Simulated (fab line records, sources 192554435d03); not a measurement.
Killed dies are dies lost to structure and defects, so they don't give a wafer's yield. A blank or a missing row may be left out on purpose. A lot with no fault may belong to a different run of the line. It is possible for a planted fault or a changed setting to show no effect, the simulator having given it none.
Which tool was responsible? ; flow n5Finfet ; 24 lots with 72 wafers sampled at 2 steps, on a route of 1938 steps

WHAT EACH GAUGE READ, for each wafer
N5_BEOL_M9_CD_MEAS_11: the cd target is 64.1 nm.
lot;measured;on;cdNm (nm)
L075;day 10 18:56;cdSem-03;64.4 64.2 63.8
L074;day 10 22:16;cdSem-02;63.5 63.1 63.6
L076;day 11 06:44;cdSem-03;64.0 63.6 64.5
L077;day 11 11:23;cdSem-03;64.7 65.2 64.0
L079;day 11 16:35;cdSem-01;64.2 64.0 64.5
L078;day 11 16:46;cdSem-02;63.9 62.7 63.5
L080;day 11 19:45;cdSem-01;63.3 64.1 63.5
L083;day 12 02:01;cdSem-03;64.5 64.4 63.5
L081;day 12 20:46;cdSem-03;64.5 65.6 64.0
L082;day 13 06:05;cdSem-01;64.0 64.8 64.7
L084;day 13 07:22;cdSem-03;62.8 63.3 63.8
L088;day 13 10:17;cdSem-03;64.6 64.8 65.1
L085;day 13 16:12;cdSem-01;64.1 64.7 64.6
L086;day 14 00:05;cdSem-03;64.6 65.3 64.6
L087;day 14 05:40;cdSem-03;63.9 64.4 64.8
L089;day 14 11:00;cdSem-01;63.4 63.6 63.3
L092;day 14 17:05;cdSem-03;64.7 64.6 65.7
L090;day 14 19:45;cdSem-02;63.8 63.5 63.6
L091;day 14 22:41;cdSem-03;62.7 63.6 63.9
L093;day 15 04:53;cdSem-01;63.5 64.0 64.3
L094;day 15 08:56;cdSem-02;64.2 63.8 63.8
L095;day 15 18:34;cdSem-03;63.8 63.1 63.3
L096;day 16 11:47;cdSem-03;63.1 63.9 62.9
L097;day 16 17:38;cdSem-03;65.6 65.0 65.0

N5_BEOL_M9_OCD_MEAS_38.
lot;measured;on;trenchDepthNm (nm)
L075;day 10 20:25;ocd-02;151.2 154.7 153.8
L074;day 10 23:55;ocd-01;151.1 150.6 153.4
L076;day 11 08:19;ocd-01;150.1 148.0 153.9
L077;day 11 13:58;ocd-01;150.1 155.4 150.2
L079;day 11 19:19;ocd-02;150.6 151.1 156.1
L078;day 11 19:46;ocd-02;154.6 153.7 152.3
L080;day 11 21:11;ocd-02;154.5 154.8 153.9
L083;day 12 04:04;ocd-02;153.7 147.8 152.0
L081;day 12 23:45;ocd-01;152.9 155.1 151.8
L082;day 13 09:11;ocd-02;154.9 151.9 156.1
L084;day 13 09:09;ocd-01;152.6 153.3 147.9
L088;day 13 12:25;ocd-01;152.1 149.7 153.6
L085;day 13 18:02;ocd-01;146.6 150.6 149.7
L086;day 14 05:02;ocd-02;154.4 152.7 151.3
L087;day 14 07:37;ocd-02;151.3 152.1 152.3
L089;day 14 13:05;ocd-02;150.6 152.3 155.4
L092;day 14 19:01;ocd-01;152.3 150.0 153.6
L090;day 14 23:18;ocd-02;146.0 151.6 152.9
L091;day 15 00:23;ocd-01;152.8 146.3 151.6
L093;day 15 08:14;ocd-01;157.5 150.3 155.5
L094;day 15 13:10;ocd-02;151.1 150.5 150.7
L095;day 15 21:47;ocd-02;153.4 153.8 152.8
L096;day 16 13:15;ocd-01;150.5 155.4 150.5
L097;day 16 20:34;ocd-01;144.5 153.1 152.8

WHAT TOOL EACH LOT RAN ON (gives the tool, then ch and the chambers of the sampled wafers, and finally the start)
No process step before these readings appears in the record.

WHAT THE TOOLS THEMSELVES READ (means of the sampled wafers that have a number; where no wafer has one, the mark that the record gives instead)
The record holds no such reading with a usual standard deviation.

THE ANSWER, worked out from the rows above alone
Rule: the lots themselves supply what counts as usual. Put in order of their means at a reading, lots are off if they are a third of the lots or fewer, leave a main group of 4 or more, and stand apart from it by a gap of 3 or more times the standard deviation of the main group's means; of several such gaps the widest counts. The tables above print the reading to a certain number of digits; a main group whose means all agree to those digits is not used. A lot without any number at a reading at which 4 lots or more have one is off too. All remaining lots with rows at the step are treated as sound. Order of review: gauges by route order, followed by the tools' own readings, for which a lot's mean as printed above is used. At the first step where some lot is off, the reading lying furthest off is the one used; lots without a number count as furthest.
Nothing can be told from this: no lot is off at any reading shown.

WHAT HAD BEEN PUT IN BY THE SIMULATOR
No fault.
